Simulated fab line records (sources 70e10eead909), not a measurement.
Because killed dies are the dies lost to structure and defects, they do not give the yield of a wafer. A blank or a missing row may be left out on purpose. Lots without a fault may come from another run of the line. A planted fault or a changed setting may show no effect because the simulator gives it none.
Which tool is to blame? / flow nand_harc / 6 lots (18 wafers sampled), 1 step of a 1302-step route

== WHAT EACH GAUGE READ, for each wafer ==
NHARC_A_CHANNEL_HOLE_D2_CD_MEAS_18.
lot=L765; measured=day 13 05:35; on=cd_sem-02; cd_nm (nm)=101.1 100.9 98.9
lot=L767; measured=day 14 10:20; on=cd_sem-01; cd_nm (nm)=99.9 97.9 99.0
lot=L770; measured=day 15 21:49; on=cd_sem-01; cd_nm (nm)=100.3 100.7 97.6
lot=L779; measured=day 19 08:02; on=cd_sem-03; cd_nm (nm)=102.0 97.9 100.7
lot=L781; measured=day 20 14:16; on=cd_sem-01; cd_nm (nm)=100.1 98.9 97.5
lot=L786; measured=day 23 03:55; on=cd_sem-03; cd_nm (nm)=100.0 101.5 99.9

== EACH LOT AND THE TOOL THAT RAN IT (in order: tool; ch and the chambers of the sampled wafers; start) ==
The record holds no process step before these readings.

== THE ANSWER, worked out from the rows above alone ==
Rule: what is usual is taken from the lots themselves. Put in order of their means at a reading, lots are off if they are a third of the lots or fewer, leave a main group of 4 or more, and stand apart from it by a gap of 3 or more times the standard deviation of the main group's means; of several such gaps the widest counts. Not used: any main group whose means are identical at the precision the tables above print for the reading. A lot without any number at a reading at which 4 lots or more have one is off too. Where the step has rows for the other lots, those lots are counted as sound.
Across all readings shown, no lot is off: no conclusion can be drawn from this.

== WHAT THE SIMULATOR HAD INSERTED ==
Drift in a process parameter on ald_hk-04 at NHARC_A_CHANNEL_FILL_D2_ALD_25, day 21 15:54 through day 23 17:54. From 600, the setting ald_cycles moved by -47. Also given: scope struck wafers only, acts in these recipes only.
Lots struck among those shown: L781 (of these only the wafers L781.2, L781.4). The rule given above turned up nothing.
